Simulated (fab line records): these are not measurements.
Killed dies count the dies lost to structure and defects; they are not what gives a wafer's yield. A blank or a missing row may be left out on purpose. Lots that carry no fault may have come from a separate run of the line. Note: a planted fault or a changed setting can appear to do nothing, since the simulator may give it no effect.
fab line records :: flow n5-finfet :: part 2 of 2: steps 19 to 24 of 24
[record]
  lots = 5
  wafers = 15
  last-day = 16
route steps=1938 shown DUMMY_GATE@224
lots with no fault: from the same line, run without faults
start-h: the number of hours between the record's first day and the start of the first shown wafer of the lot :: wait-h: hours elapsed since this lot's preceding step :: " the same as in the row above :: L1.1+2: one row covering several wafers at once :: - either no value or no given start :: * or withheld: withheld :: < > ~ a bound
route shown NAME@n: NAME is a module with steps in the file, n the number in the route of the first one :: usual: mean/standard deviation of fault-free wafers :: same: alike in all rows :: chamber/n: place in a boat :: sites: each site's reading :: _std_site: how widely they spread, as a standard deviation :: _edge_site: outer sites' mean less inner sites' :: radius-mm: how far each site lies from the wafer's centre :: mask NAME#n: copy n :: behind: tool/chamber where the wafer was last shaped :: hold: why the lot went on hold/how many hours it stayed there/how the hold came to an end :: device: the n, p or np transistor that did not switch :: end of line: the tests these same wafers got at the end of their route :: where a step has no rows: the recipe by itself :: killed: dies that structure and defects cost at the first sort, which is not the same as the wafer's yield :: map: shows each die of a wafer: x if killed, . if not, _ if none is there
set.NAME: the setting that was run; set.NAME@STEP: the one run at that earlier step :: model.NAME: the simulator's own value behind a step, which no gauge read
certain route steps with their lots: each step a table, each wafer a row
services: from which hour (start-h, from the record's first day; less than 0 if before it) a tool's chamber was out of use, for how many hours, and why
[[steps]]
[step N5_DUMMY_GATE_CD_MEAS_50]
[recipe]
  target-cd-nm = 14
[usual]
  cd-nm = 13.8/0.5
lot.wafer: L080.2
tool: cd-sem-01
chamber: -
start-h: 82.86
wait-h: 0.0
cd-nm: 13.5

lot.wafer: L080.3
tool: cd-sem-01
chamber: -
start-h: 82.86
wait-h: 0.0
cd-nm: 13.2

lot.wafer: L080.4
tool: cd-sem-01
chamber: -
start-h: 82.86
wait-h: 0.0
cd-nm: 13.6

lot.wafer: L083.3
tool: cd-sem-03
chamber: -
start-h: 101.59
wait-h: 0.0
cd-nm: 14.7

lot.wafer: L083.4
tool: cd-sem-03
chamber: -
start-h: 101.59
wait-h: 0.0
cd-nm: 14.2

lot.wafer: L083.6
tool: cd-sem-03
chamber: -
start-h: 101.59
wait-h: 0.0
cd-nm: 14.6

lot.wafer: L084.2
tool: cd-sem-03
chamber: -
start-h: 108.23
wait-h: 0.0
cd-nm: 13.4

lot.wafer: L084.5
tool: cd-sem-03
chamber: -
start-h: 108.23
wait-h: 0.0
cd-nm: 13.6

lot.wafer: L084.6
tool: cd-sem-03
chamber: -
start-h: 108.23
wait-h: 0.0
cd-nm: 14.0

lot.wafer: L086.2
tool: cd-sem-01
chamber: -
start-h: 122.81
wait-h: 0.0
cd-nm: 13.8

lot.wafer: L086.4
tool: cd-sem-01
chamber: -
start-h: 122.81
wait-h: 0.0
cd-nm: 15.1

lot.wafer: L086.6
tool: cd-sem-01
chamber: -
start-h: 122.81
wait-h: 0.0
cd-nm: 14.4

lot.wafer: L092.4
tool: cd-sem-01
chamber: -
start-h: 155.05
wait-h: 0.0
cd-nm: 13.8

lot.wafer: L092.5
tool: cd-sem-01
chamber: -
start-h: 155.05
wait-h: 0.0
cd-nm: 14.3

lot.wafer: L092.6
tool: cd-sem-01
chamber: -
start-h: 155.05
wait-h: 0.0
cd-nm: 13.7
[step N5_DUMMY_GATE_ETCH_31]
[recipe]
  chemistry = C4F6/O2
  target = SiO2
  mask-material = SOC
  target-depth-a = 825
  time-s = 27.5
  ion-energy-ev = 250
  pressure-mtorr = 30
  source-w = 345
  bias-w = 185
  Ar_flow_sccm = 300
  C4F6_flow_sccm = 10
  O2_flow_sccm = 10
[usual]
  drypump-motor-current-A = 5.8/0.36
  oes_ar_750_au = 0.76/0.053
  oes-product-au = 0.75/0.053
  rf-vpp-V = 668/23
  showerhead-plenum-p-Torr = 2.83/0.085
  throttle-valve-pct = 21.23/0.27
[same]
  time-s = 27.5
lot.wafer: L080.2
tool: rie-diel-01
chamber: 1
start-h: 82.91
wait-h: 0.0
drypump-motor-current-A: 5.5
oes_ar_750_au: 0.77
oes-product-au: 0.75
rf-hours-counter-h: 158
rf-vpp-V: 638
showerhead-plenum-p-Torr: 2.89
throttle-valve-pct: 21.53

lot.wafer: L080.3
tool: rie-diel-01
chamber: 3
start-h: 82.91
wait-h: 0.0
drypump-motor-current-A: 5.4
oes_ar_750_au: 0.73
oes-product-au: 0.75
rf-hours-counter-h: 141
rf-vpp-V: 676
showerhead-plenum-p-Torr: 2.87
throttle-valve-pct: 21.23

lot.wafer: L080.4
tool: rie-diel-01
chamber: 2
start-h: 82.91
wait-h: 0.0
drypump-motor-current-A: 6.3
oes_ar_750_au: 0.80
oes-product-au: 0.80
rf-hours-counter-h: 125
rf-vpp-V: 696
showerhead-plenum-p-Torr: 2.72
throttle-valve-pct: 20.96

lot.wafer: L083.3
tool: rie-diel-01
chamber: 0
start-h: 101.82
wait-h: 0.2
drypump-motor-current-A: 5.7
oes_ar_750_au: 0.72
oes-product-au: 0.72
rf-hours-counter-h: 215
rf-vpp-V: 690
showerhead-plenum-p-Torr: 2.81
throttle-valve-pct: 21.00

lot.wafer: L083.4
tool: rie-diel-01
chamber: 1
start-h: 101.82
wait-h: 0.2
drypump-motor-current-A: 5.5
oes_ar_750_au: 0.77
oes-product-au: 0.75
rf-hours-counter-h: -
rf-vpp-V: 638
showerhead-plenum-p-Torr: 2.89
throttle-valve-pct: 21.54

lot.wafer: L083.6
tool: rie-diel-01
chamber: 3
start-h: 101.82
wait-h: 0.2
drypump-motor-current-A: 5.4
oes_ar_750_au: 0.73
oes-product-au: 0.73
rf-hours-counter-h: -
rf-vpp-V: 675
showerhead-plenum-p-Torr: 2.87
throttle-valve-pct: 21.26

lot.wafer: L084.2
tool: rie-diel-01
chamber: 0
start-h: 108.27
wait-h: 0.0
drypump-motor-current-A: 5.7
oes_ar_750_au: 0.72
oes-product-au: 0.71
rf-hours-counter-h: 217
rf-vpp-V: 687
showerhead-plenum-p-Torr: 2.81
throttle-valve-pct: 20.97

lot.wafer: L084.5
tool: rie-diel-01
chamber: 0
start-h: 108.27
wait-h: 0.0
drypump-motor-current-A: 5.7
oes_ar_750_au: 0.71
oes-product-au: 0.72
rf-hours-counter-h: -
rf-vpp-V: 688
showerhead-plenum-p-Torr: 2.81
throttle-valve-pct: 21.02

lot.wafer: L084.6
tool: rie-diel-01
chamber: 3
start-h: 108.27
wait-h: 0.0
drypump-motor-current-A: 5.4
oes_ar_750_au: 0.73
oes-product-au: 0.73
rf-hours-counter-h: -
rf-vpp-V: 675
showerhead-plenum-p-Torr: 2.86
throttle-valve-pct: 21.26

lot.wafer: L086.2
tool: rie-diel-01
chamber: 3
start-h: 122.85
wait-h: 0.0
drypump-motor-current-A: 5.4
oes_ar_750_au: 0.72
oes-product-au: 0.73
rf-hours-counter-h: 154
rf-vpp-V: 675
showerhead-plenum-p-Torr: 2.86
throttle-valve-pct: 21.27

lot.wafer: L086.4
tool: rie-diel-01
chamber: 0
start-h: 122.85
wait-h: 0.0
drypump-motor-current-A: 5.7
oes_ar_750_au: 0.71
oes-product-au: 0.71
rf-hours-counter-h: 222
rf-vpp-V: 689
showerhead-plenum-p-Torr: 2.80
throttle-valve-pct: 21.02

lot.wafer: L086.6
tool: rie-diel-01
chamber: 0
start-h: 122.85
wait-h: 0.0
drypump-motor-current-A: 5.6
oes_ar_750_au: 0.71
oes-product-au: 0.71
rf-hours-counter-h: -
rf-vpp-V: 689
showerhead-plenum-p-Torr: 2.80
throttle-valve-pct: 21.01

lot.wafer: L092.4
tool: rie-diel-02
chamber: 0
start-h: 155.09
wait-h: 0.0
drypump-motor-current-A: 6.3
oes_ar_750_au: 0.74
oes-product-au: 0.72
rf-hours-counter-h: 190
rf-vpp-V: 636
showerhead-plenum-p-Torr: 2.86
throttle-valve-pct: 21.72

lot.wafer: L092.5
tool: rie-diel-02
chamber: 3
start-h: 155.09
wait-h: 0.0
drypump-motor-current-A: 5.3
oes_ar_750_au: 0.82
oes-product-au: 0.80
rf-hours-counter-h: -
rf-vpp-V: 670
showerhead-plenum-p-Torr: 2.88
throttle-valve-pct: 20.75

lot.wafer: L092.6
tool: rie-diel-02
chamber: 0
start-h: 155.09
wait-h: 0.0
drypump-motor-current-A: 6.2
oes_ar_750_au: 0.74
oes-product-au: 0.73
rf-hours-counter-h: -
rf-vpp-V: 635
showerhead-plenum-p-Torr: 2.86
throttle-valve-pct: 21.72
[step N5_DUMMY_GATE_STRIP_41]
[recipe]
  chemistry = O2
  power-w = 400
  temp-c = 40
  pressure-mtorr = 30
  rf-frequency-hz = 6e+07
  bias-power-w = 0
  overash-fraction = 0.3
  o2-flow-sccm = 225
[usual]
  drypump-motor-current-A = 5.8/0.36
  oes-product-au = 0.75/0.054
  rf-vpp-V = 3.6/0.52
  showerhead-plenum-p-Torr = 2.08/0.06
  throttle-valve-pct = 16.74/0.22
lot.wafer: L080.2
tool: rie-diel-01
chamber: 1
start-h: 82.96
wait-h: 0.0
drypump-motor-current-A: 5.5
oes-product-au: 0.76
rf-hours-counter-h: 158
rf-vpp-V: 3.8
showerhead-plenum-p-Torr: 2.09
throttle-valve-pct: 16.79

lot.wafer: L080.3
tool: rie-diel-01
chamber: 3
start-h: 82.96
wait-h: 0.0
drypump-motor-current-A: 5.4
oes-product-au: 0.76
rf-hours-counter-h: 141
rf-vpp-V: 3.8
showerhead-plenum-p-Torr: 2.10
throttle-valve-pct: 16.67

lot.wafer: L080.4
tool: rie-diel-01
chamber: 2
start-h: 82.96
wait-h: 0.0
drypump-motor-current-A: 6.2
oes-product-au: 0.78
rf-hours-counter-h: 125
rf-vpp-V: 3.7
showerhead-plenum-p-Torr: 2.01
throttle-valve-pct: 16.53

lot.wafer: L083.3
tool: rie-diel-01
chamber: 0
start-h: 101.87
wait-h: 0.0
drypump-motor-current-A: 5.7
oes-product-au: 0.71
rf-hours-counter-h: 215
rf-vpp-V: 3.8
showerhead-plenum-p-Torr: 2.10
throttle-valve-pct: 16.73

lot.wafer: L083.4
tool: rie-diel-01
chamber: 1
start-h: 101.87
wait-h: 0.0
drypump-motor-current-A: 5.5
oes-product-au: 0.75
rf-hours-counter-h: -
rf-vpp-V: 2.9
showerhead-plenum-p-Torr: 2.09
throttle-valve-pct: 16.80

lot.wafer: L083.6
tool: rie-diel-01
chamber: 3
start-h: 101.87
wait-h: 0.0
drypump-motor-current-A: 5.5
oes-product-au: 0.74
rf-hours-counter-h: -
rf-vpp-V: 4.3
showerhead-plenum-p-Torr: 2.10
throttle-valve-pct: 16.69

lot.wafer: L084.2
tool: rie-diel-01
chamber: 0
start-h: 108.32
wait-h: 0.0
drypump-motor-current-A: 5.7
oes-product-au: 0.69
rf-hours-counter-h: 217
rf-vpp-V: 3.2
showerhead-plenum-p-Torr: 2.10
throttle-valve-pct: 16.72

lot.wafer: L084.5
tool: rie-diel-01
chamber: 0
start-h: 108.32
wait-h: 0.0
drypump-motor-current-A: 5.7
oes-product-au: 0.70
rf-hours-counter-h: -
rf-vpp-V: 2.8
showerhead-plenum-p-Torr: 2.10
throttle-valve-pct: 16.74

lot.wafer: L084.6
tool: rie-diel-01
chamber: 3
start-h: 108.32
wait-h: 0.0
drypump-motor-current-A: 5.4
oes-product-au: 0.74
rf-hours-counter-h: -
rf-vpp-V: 3.1
showerhead-plenum-p-Torr: 2.10
throttle-valve-pct: 16.70

lot.wafer: L086.2
tool: rie-diel-01
chamber: 3
start-h: 122.90
wait-h: 0.0
drypump-motor-current-A: 5.4
oes-product-au: 0.74
rf-hours-counter-h: 154
rf-vpp-V: 3.3
showerhead-plenum-p-Torr: 2.10
throttle-valve-pct: 16.71

lot.wafer: L086.4
tool: rie-diel-01
chamber: 0
start-h: 122.90
wait-h: 0.0
drypump-motor-current-A: 5.6
oes-product-au: 0.69
rf-hours-counter-h: 222
rf-vpp-V: 3.6
showerhead-plenum-p-Torr: 2.10
throttle-valve-pct: 16.75

lot.wafer: L086.6
tool: rie-diel-01
chamber: 0
start-h: 122.90
wait-h: 0.0
drypump-motor-current-A: 5.6
oes-product-au: 0.70
rf-hours-counter-h: -
rf-vpp-V: 3.6
showerhead-plenum-p-Torr: 2.10
throttle-valve-pct: 16.76

lot.wafer: L092.4
tool: rie-diel-02
chamber: 0
start-h: 155.14
wait-h: 0.0
drypump-motor-current-A: 6.3
oes-product-au: 0.74
rf-hours-counter-h: 190
rf-vpp-V: 4.5
showerhead-plenum-p-Torr: 2.04
throttle-valve-pct: 16.80

lot.wafer: L092.5
tool: rie-diel-02
chamber: 3
start-h: 155.14
wait-h: 0.0
drypump-motor-current-A: 5.4
oes-product-au: 0.81
rf-hours-counter-h: -
rf-vpp-V: 3.7
showerhead-plenum-p-Torr: 2.10
throttle-valve-pct: 16.20

lot.wafer: L092.6
tool: rie-diel-02
chamber: 0
start-h: 155.14
wait-h: 0.0
drypump-motor-current-A: 6.2
oes-product-au: 0.75
rf-hours-counter-h: -
rf-vpp-V: 3.3
showerhead-plenum-p-Torr: 2.04
throttle-valve-pct: 16.82
[step N5_DUMMY_GATE_HM_OPEN_21]
[recipe]
  chemistry = CH3F/O2
  target = SiNx
  target-depth-a = 1200
  Ar_flow_sccm = 150
  CH3F_flow_sccm = 30
  O2_flow_sccm = 23
  time-s = 171.4
  pressure-mtorr = 30
  source-w = 395
  bias-w = 73
  ion-energy-ev = 120.7
[usual]
  drypump-motor-current-A = 5.8/0.36
  oes_ar_750_au = 0.76/0.054
  oes-product-au = 0.75/0.054
  rf-vpp-V = 301/10
  showerhead-plenum-p-Torr = 2.01/0.061
  throttle-valve-pct = 16.55/0.23
[same]
  time-s = 171.4
lot.wafer: L080.2
tool: rie-diel-01
chamber: 1
start-h: 83.00
wait-h: 0.0
drypump-motor-current-A: 5.5
oes_ar_750_au: 0.78
oes-product-au: 0.75
rf-hours-counter-h: 158
rf-vpp-V: 289
showerhead-plenum-p-Torr: 2.05
throttle-valve-pct: 16.74

lot.wafer: L080.3
tool: rie-diel-01
chamber: 3
start-h: 83.00
wait-h: 0.0
drypump-motor-current-A: 5.4
oes_ar_750_au: 0.74
oes-product-au: 0.74
rf-hours-counter-h: 141
rf-vpp-V: 302
showerhead-plenum-p-Torr: 2.03
throttle-valve-pct: 16.53

lot.wafer: L080.4
tool: rie-diel-01
chamber: 2
start-h: 83.00
wait-h: 0.0
drypump-motor-current-A: 6.3
oes_ar_750_au: 0.78
oes-product-au: 0.79
rf-hours-counter-h: 125
rf-vpp-V: 312
showerhead-plenum-p-Torr: 1.93
throttle-valve-pct: 16.31

lot.wafer: L083.3
tool: rie-diel-01
chamber: 0
start-h: 101.91
wait-h: 0.0
drypump-motor-current-A: 5.6
oes_ar_750_au: 0.71
oes-product-au: 0.72
rf-hours-counter-h: 215
rf-vpp-V: 313
showerhead-plenum-p-Torr: 2.00
throttle-valve-pct: 16.39

lot.wafer: L083.4
tool: rie-diel-01
chamber: 1
start-h: 101.91
wait-h: 0.0
drypump-motor-current-A: 5.5
oes_ar_750_au: 0.78
oes-product-au: 0.75
rf-hours-counter-h: -
rf-vpp-V: 287
showerhead-plenum-p-Torr: 2.04
throttle-valve-pct: 16.75

lot.wafer: L083.6
tool: rie-diel-01
chamber: 3
start-h: 101.91
wait-h: 0.0
drypump-motor-current-A: 5.4
oes_ar_750_au: 0.72
oes-product-au: 0.75
rf-hours-counter-h: -
rf-vpp-V: 303
showerhead-plenum-p-Torr: 2.03
throttle-valve-pct: 16.53

lot.wafer: L084.2
tool: rie-diel-01
chamber: 0
start-h: 108.36
wait-h: 0.0
drypump-motor-current-A: 5.7
oes_ar_750_au: 0.71
oes-product-au: 0.71
rf-hours-counter-h: 217
rf-vpp-V: 309
showerhead-plenum-p-Torr: 2.00
throttle-valve-pct: 16.42

lot.wafer: L084.5
tool: rie-diel-01
chamber: 0
start-h: 108.36
wait-h: 0.0
drypump-motor-current-A: 5.7
oes_ar_750_au: 0.70
oes-product-au: 0.71
rf-hours-counter-h: -
rf-vpp-V: 311
showerhead-plenum-p-Torr: 2.00
throttle-valve-pct: 16.41

lot.wafer: L084.6
tool: rie-diel-01
chamber: 3
start-h: 108.36
wait-h: 0.0
drypump-motor-current-A: 5.4
oes_ar_750_au: 0.73
oes-product-au: 0.73
rf-hours-counter-h: -
rf-vpp-V: 302
showerhead-plenum-p-Torr: 2.03
throttle-valve-pct: 16.53

lot.wafer: L086.2
tool: rie-diel-01
chamber: 3
start-h: 122.94
wait-h: 0.0
drypump-motor-current-A: 5.4
oes_ar_750_au: 0.73
oes-product-au: 0.73
rf-hours-counter-h: 154
rf-vpp-V: 303
showerhead-plenum-p-Torr: 2.03
throttle-valve-pct: 16.54

lot.wafer: L086.4
tool: rie-diel-01
chamber: 0
start-h: 122.94
wait-h: 0.0
drypump-motor-current-A: 5.7
oes_ar_750_au: 0.71
oes-product-au: 0.71
rf-hours-counter-h: 222
rf-vpp-V: 310
showerhead-plenum-p-Torr: 1.99
throttle-valve-pct: 16.43

lot.wafer: L086.6
tool: rie-diel-01
chamber: 0
start-h: 122.94
wait-h: 0.0
drypump-motor-current-A: 5.7
oes_ar_750_au: 0.71
oes-product-au: 0.71
rf-hours-counter-h: -
rf-vpp-V: 311
showerhead-plenum-p-Torr: 1.99
throttle-valve-pct: 16.43

lot.wafer: L092.4
tool: rie-diel-02
chamber: 0
start-h: 155.18
wait-h: 0.0
drypump-motor-current-A: 6.3
oes_ar_750_au: 0.75
oes-product-au: 0.73
rf-hours-counter-h: 190
rf-vpp-V: 287
showerhead-plenum-p-Torr: 2.02
throttle-valve-pct: 16.89

lot.wafer: L092.5
tool: rie-diel-02
chamber: 3
start-h: 155.18
wait-h: 0.0
drypump-motor-current-A: 5.3
oes_ar_750_au: 0.81
oes-product-au: 0.80
rf-hours-counter-h: -
rf-vpp-V: 302
showerhead-plenum-p-Torr: 2.04
throttle-valve-pct: 16.05

lot.wafer: L092.6
tool: rie-diel-02
chamber: 0
start-h: 155.18
wait-h: 0.0
drypump-motor-current-A: 6.2
oes_ar_750_au: 0.75
oes-product-au: 0.72
rf-hours-counter-h: -
rf-vpp-V: 285
showerhead-plenum-p-Torr: 2.02
throttle-valve-pct: 16.90
[step N5_DUMMY_GATE_ETCH_32]
[recipe]
  chemistry = CF4
  target = SiO2
  target-depth-a = 35
  time-s = 3.9
  ion-energy-ev = 350
  pressure-mtorr = 10
  icp-w = 800
  bias-w = 400
  cf4-flow-sccm = 80
[usual]
  drypump-motor-current-A = 6.0/0.47
  oes-product-au = 1.014/0.015
  throttle-valve-pct = 22.0/0.34
[same]
  time-s = 3.9
lot.wafer: L080.2
tool: rie-si-02
chamber: 2
start-h: 83.16
wait-h: 0.1
drypump-motor-current-A: 5.6
oes-product-au: 1.016
rf-hours-counter-h: 177
throttle-valve-pct: 21.8

lot.wafer: L080.3
tool: rie-si-02
chamber: 3
start-h: 83.16
wait-h: 0.1
drypump-motor-current-A: 6.4
oes-product-au: 1.005
rf-hours-counter-h: 37
throttle-valve-pct: 22.0

lot.wafer: L080.4
tool: rie-si-02
chamber: 0
start-h: 83.16
wait-h: 0.1
drypump-motor-current-A: 5.5
oes-product-au: 0.995
rf-hours-counter-h: 9
throttle-valve-pct: 21.5

lot.wafer: L083.3
tool: rie-si-02
chamber: 3
start-h: 102.07
wait-h: 0.1
drypump-motor-current-A: 6.4
oes-product-au: 0.981
rf-hours-counter-h: 37
throttle-valve-pct: 22.0

lot.wafer: L083.4
tool: rie-si-02
chamber: 0
start-h: 102.07
wait-h: 0.1
drypump-motor-current-A: 5.5
oes-product-au: 0.976
rf-hours-counter-h: 9
throttle-valve-pct: 21.5

lot.wafer: L083.6
tool: rie-si-02
chamber: 3
start-h: 102.07
wait-h: 0.1
drypump-motor-current-A: 6.4
oes-product-au: 1.000
rf-hours-counter-h: -
throttle-valve-pct: 22.0

lot.wafer: L084.2
tool: rie-si-06
chamber: 0
start-h: 108.52
wait-h: 0.1
drypump-motor-current-A: 6.6
oes-product-au: 1.030
rf-hours-counter-h: 115
throttle-valve-pct: 22.4

lot.wafer: L084.5
tool: rie-si-06
chamber: 2
start-h: 108.52
wait-h: 0.1
drypump-motor-current-A: 5.8
oes-product-au: 1.004
rf-hours-counter-h: -
throttle-valve-pct: 22.0

lot.wafer: L084.6
tool: rie-si-06
chamber: 1
start-h: 108.52
wait-h: 0.1
drypump-motor-current-A: 6.7
oes-product-au: 1.013
rf-hours-counter-h: -
throttle-valve-pct: 22.5

lot.wafer: L086.2
tool: rie-si-02
chamber: 2
start-h: 123.10
wait-h: 0.1
drypump-motor-current-A: 5.6
oes-product-au: 1.018
rf-hours-counter-h: 178
throttle-valve-pct: 21.8

lot.wafer: L086.4
tool: rie-si-02
chamber: 3
start-h: 123.10
wait-h: 0.1
drypump-motor-current-A: 6.4
oes-product-au: 1.002
rf-hours-counter-h: 38
throttle-valve-pct: 22.0

lot.wafer: L086.6
tool: rie-si-02
chamber: 0
start-h: 123.10
wait-h: 0.1
drypump-motor-current-A: 5.6
oes-product-au: 0.988
rf-hours-counter-h: -
throttle-valve-pct: 21.5

lot.wafer: L092.4
tool: rie-si-06
chamber: 2
start-h: 155.34
wait-h: 0.1
drypump-motor-current-A: 5.8
oes-product-au: 0.993
rf-hours-counter-h: 184
throttle-valve-pct: 22.0

lot.wafer: L092.5
tool: rie-si-06
chamber: 0
start-h: 155.34
wait-h: 0.1
drypump-motor-current-A: 6.6
oes-product-au: 1.019
rf-hours-counter-h: -
throttle-valve-pct: 22.4

lot.wafer: L092.6
tool: rie-si-06
chamber: 1
start-h: 155.34
wait-h: 0.1
drypump-motor-current-A: 6.6
oes-product-au: 1.007
rf-hours-counter-h: -
throttle-valve-pct: 22.5
[step N5_DUMMY_GATE_ETCH_23]
[recipe]
  chemistry = HBr/Cl2/O2
  HBr_flow_sccm = 150
  Cl2_flow_sccm = 80
  O2_flow_sccm = 12
  bias-w = 102
  target-depth-a = 410
  time-s = 22.3
  target = poly-Si
  mask-material = SiO2
  pressure-mtorr = 10
  icp-w = 800
[usual]
  drypump-motor-current-A = 6.0/0.47
  oes-product-au = 1.012/0.014
  throttle-valve-pct = 37.5/0.49
[same]
  time-s = 22.3
lot.wafer: L080.2
tool: rie-si-02
chamber: 2
start-h: 83.19
wait-h: 0.0
drypump-motor-current-A: 5.6
oes-product-au: 1.007
rf-hours-counter-h: 177
throttle-valve-pct: 37.4

lot.wafer: L080.3
tool: rie-si-02
chamber: 3
start-h: 83.19
wait-h: 0.0
drypump-motor-current-A: 6.4
oes-product-au: 1.004
rf-hours-counter-h: 37
throttle-valve-pct: 37.8

lot.wafer: L080.4
tool: rie-si-02
chamber: 0
start-h: 83.19
wait-h: 0.0
drypump-motor-current-A: 5.5
oes-product-au: 0.990
rf-hours-counter-h: 9
throttle-valve-pct: 36.8

lot.wafer: L083.3
tool: rie-si-02
chamber: 3
start-h: 102.10
wait-h: 0.0
drypump-motor-current-A: 6.4
oes-product-au: 1.004
rf-hours-counter-h: 37
throttle-valve-pct: 37.8

lot.wafer: L083.4
tool: rie-si-02
chamber: 0
start-h: 102.10
wait-h: 0.0
drypump-motor-current-A: 5.5
oes-product-au: 0.996
rf-hours-counter-h: 9
throttle-valve-pct: 36.8

lot.wafer: L083.6
tool: rie-si-02
chamber: 3
start-h: 102.10
wait-h: 0.0
drypump-motor-current-A: 6.4
oes-product-au: 1.004
rf-hours-counter-h: -
throttle-valve-pct: 37.8

lot.wafer: L084.2
tool: rie-si-06
chamber: 0
start-h: 108.55
wait-h: 0.0
drypump-motor-current-A: 6.6
oes-product-au: 1.018
rf-hours-counter-h: 115
throttle-valve-pct: 38.2

lot.wafer: L084.5
tool: rie-si-06
chamber: 2
start-h: 108.55
wait-h: 0.0
drypump-motor-current-A: 5.8
oes-product-au: 0.995
rf-hours-counter-h: -
throttle-valve-pct: 37.6

lot.wafer: L084.6
tool: rie-si-06
chamber: 1
start-h: 108.55
wait-h: 0.0
drypump-motor-current-A: 6.7
oes-product-au: 1.000
rf-hours-counter-h: -
throttle-valve-pct: 38.0

lot.wafer: L086.2
tool: rie-si-02
chamber: 2
start-h: 123.13
wait-h: 0.0
drypump-motor-current-A: 5.6
oes-product-au: 1.018
rf-hours-counter-h: 178
throttle-valve-pct: 37.4

lot.wafer: L086.4
tool: rie-si-02
chamber: 3
start-h: 123.13
wait-h: 0.0
drypump-motor-current-A: 6.4
oes-product-au: 1.015
rf-hours-counter-h: 38
throttle-valve-pct: 37.8

lot.wafer: L086.6
tool: rie-si-02
chamber: 0
start-h: 123.13
wait-h: 0.0
drypump-motor-current-A: 5.6
oes-product-au: 0.994
rf-hours-counter-h: -
throttle-valve-pct: 36.8

lot.wafer: L092.4
tool: rie-si-06
chamber: 2
start-h: 155.37
wait-h: 0.0
drypump-motor-current-A: 5.8
oes-product-au: 0.991
rf-hours-counter-h: 184
throttle-valve-pct: 37.6

lot.wafer: L092.5
tool: rie-si-06
chamber: 0
start-h: 155.37
wait-h: 0.0
drypump-motor-current-A: 6.6
oes-product-au: 1.027
rf-hours-counter-h: -
throttle-valve-pct: 38.2

lot.wafer: L092.6
tool: rie-si-06
chamber: 1
start-h: 155.37
wait-h: 0.0
drypump-motor-current-A: 6.7
oes-product-au: 1.014
rf-hours-counter-h: -
throttle-valve-pct: 38.0
[[services]]
tool: rie-si-02
chamber: 1
start-h: 58.64
hours: -
kind: clean

tool: rie-si-02
chamber: 1
start-h: 58.64
hours: 18.7
kind: scheduled-down

tool: rie-si-02
chamber: 1
start-h: 58.64
hours: 18.7
kind: vent-cycle

tool: euv-scanner-01
chamber: -
start-h: 64.53
hours: 17.3
kind: pm

tool: rie-si-01
chamber: 2
start-h: 66.03
hours: 18.4
kind: repair

tool: euv-scanner-02
chamber: 0
start-h: 69.69
hours: -
kind: calibration

tool: rie-si-06
chamber: 1
start-h: 78.56
hours: 15.7
kind: repair

tool: rie-diel-02
chamber: 1
start-h: 78.97
hours: -
kind: clean

tool: rie-diel-02
chamber: 1
start-h: 78.97
hours: -
kind: consumable-replace:focus-ring

tool: rie-diel-02
chamber: 1
start-h: 78.97
hours: 27.7
kind: scheduled-down

tool: rie-diel-02
chamber: 1
start-h: 78.97
hours: 27.7
kind: vent-cycle

tool: euv-scanner-01
chamber: -
start-h: 83.48
hours: 1.0
kind: pm

tool: euv-scanner-02
chamber: -
start-h: 84.49
hours: 4.6
kind: pm

tool: rie-si-02
chamber: -
start-h: 89.12
hours: 0.6
kind: repair

tool: euv-scanner-01
chamber: -
start-h: 94.90
hours: 0.8
kind: repair

tool: rie-diel-01
chamber: 2
start-h: 96.68
hours: 7.6
kind: repair

tool: rie-si-01
chamber: -
start-h: 124.96
hours: 15.6
kind: pm

tool: euv-scanner-02
chamber: -
start-h: 131.94
hours: 0.9
kind: repair

tool: euv-scanner-02
chamber: -
start-h: 134.11
hours: 5.8
kind: pm

tool: rie-diel-01
chamber: 0
start-h: 137.19
hours: 2.4
kind: repair

tool: euv-scanner-01
chamber: -
start-h: 139.89
hours: 1.0
kind: pm

tool: euv-scanner-02
chamber: -
start-h: 145.01
hours: 1.0
kind: pm

tool: rie-si-01
chamber: 2
start-h: 147.21
hours: 3.1
kind: repair

tool: rie-si-02
chamber: 0
start-h: 151.61
hours: 12.7
kind: repair
